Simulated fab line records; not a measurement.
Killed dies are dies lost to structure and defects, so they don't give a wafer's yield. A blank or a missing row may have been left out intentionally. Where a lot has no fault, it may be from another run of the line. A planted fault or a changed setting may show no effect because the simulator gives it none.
The same fault as seen by 2 desks || flow n5 finfet || every desk sees just its own numbers, and what lay behind them comes last

== FOR THE TOOL OWNER'S DESK: rie diel-03 ==
The tool's own readings at N5_BEOL_M0_STRIP_104 (strips in N2/H2): means of the sampled wafers that have a number, for each lot that ran on this tool. A lot is out of limits, marked OUT, if its mean lies more than 4 standard deviations from the usual mean; the brackets give that distance.
Columns: A = bias power w at N5_BEOL_M0_STRIP_104, usual 6.998 W; B = drypump motor current A at N5_BEOL_M0_STRIP_104, usual 5.6 A; C = oes product au at N5_BEOL_M0_STRIP_104, usual 0.78 a.u.; D = power w at N5_BEOL_M0_STRIP_104, usual 449.7 W; E = rf vpp V at N5_BEOL_M0_STRIP_104, usual 59.0 V; F = showerhead plenum p Torr at N5_BEOL_M0_STRIP_104, usual 2.51 Torr; G = throttle valve pct at N5_BEOL_M0_STRIP_104, usual 23.87 %
{"lot": "L998", "first seen here": "day 7 02:30", "A": 6.995, "B": 5.5, "C": 0.72, "D": 450.2, "E": 59.7, "F": 2.49, "G": 23.91}
{"lot": "L100", "first seen here": "day 7 22:25", "A": 7.008, "B": 5.6, "C": 0.80, "D": "427.5 (-17) OUT", "E": 60.0, "F": 2.55, "G": 23.74}
{"lot": "L112", "first seen here": "day 10 19:13", "A": 7.004, "B": 5.6, "C": 0.76, "D": 450.5, "E": 58.9, "F": 2.54, "G": 23.80}
{"lot": "L116", "first seen here": "day 11 23:16", "A": 7.006, "B": 5.5, "C": 0.77, "D": 450.5, "E": 59.1, "F": 2.47, "G": 23.87}
This desk's finding: out of limits on L100; first on L100, day 7 22:25 (power w at N5_BEOL_M0_STRIP_104). Within limits: L998, L112, L116.

== FROM THE METROLOGY DESK ==
What the gauges read for every lot (on any tool): the sampled wafers with a number, averaged. A lot is out of limits, marked OUT, if its mean lies more than 4 standard deviations from the usual mean; the brackets give that distance. 7 of its 11 readings are shown, namely those furthest out on some lot.
Columns: A = cd nm at N5_BEOL_M0_CUTY_CD_MEAS_57, usual 200.4 nm; B = IOFF_N at N5_BEOL_M4_RC_MEAS_101, usual 0.149 nA/um; C = IOFF_P at N5_BEOL_M4_RC_MEAS_101, usual 0.205 nA/um; D = ION_N at N5_BEOL_M4_RC_MEAS_101, usual 671 uA/um; E = ION_P at N5_BEOL_M4_RC_MEAS_101, usual 461 uA/um; F = SS_P at N5_BEOL_M4_RC_MEAS_101, usual 73.2 mV/dec; G = VT_P at N5_BEOL_M4_RC_MEAS_101, usual -250.1 mV
{"lot": "L993", "first seen here": "day 5 19:35", "A": 201.0, "B": 0.169, "C": 0.198, "D": 682, "E": 458, "F": 73.5, "G": -252.2}
{"lot": "L996", "first seen here": "day 6 17:02", "A": 200.2, "B": 0.182, "C": 0.241, "D": 677, "E": 463, "F": 73.5, "G": -248.5}
{"lot": "L998", "first seen here": "day 7 01:44", "A": 201.1, "B": 0.157, "C": 0.217, "D": 671, "E": 464, "F": 73.2, "G": -247.9}
{"lot": "L100", "first seen here": "day 7 20:16", "A": 200.8, "B": 0.144, "C": 0.201, "D": 665, "E": 460, "F": 73.0, "G": -249.2}
{"lot": "L108", "first seen here": "day 9 19:28", "A": 198.9, "B": 0.152, "C": 0.192, "D": 675, "E": 462, "F": 72.7, "G": -250.9}
{"lot": "L110", "first seen here": "day 10 06:21", "A": 201.4, "B": 0.156, "C": 0.203, "D": 673, "E": 462, "F": 73.5, "G": -250.5}
{"lot": "L112", "first seen here": "day 10 14:53", "A": 200.9, "B": 0.153, "C": 0.210, "D": 673, "E": 463, "F": 72.9, "G": -251.6}
{"lot": "L115", "first seen here": "day 11 17:36", "A": 200.1, "B": 0.137, "C": 0.184, "D": 666, "E": 456, "F": 72.9, "G": -251.0}
{"lot": "L116", "first seen here": "day 11 22:15", "A": 199.4, "B": 0.153, "C": 0.227, "D": 672, "E": 468, "F": 73.9, "G": -247.3}
Result from this desk: across the 9 lots, nothing is out of limits.

== ALL TOGETHER ==
The tool owner's desk had the chance to raise an alarm at day 7 22:25 on L100.
From the metrology desk's view, nothing was out of limits.
The metrology desk has L100 on record, within its limits.
All the named lots went through N5_BEOL_M0_STRIP_104 on rie diel-03.

== WHAT THE SIMULATOR HAD PUT IN ==
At N5_BEOL_M0_STRIP_104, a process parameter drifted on rie diel-03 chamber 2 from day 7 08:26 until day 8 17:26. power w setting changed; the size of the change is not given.
Lots struck among those shown: L100.
How many hours passed from the start of the fault until each desk's first out-of-limits reading: the tool owner's desk, 14.
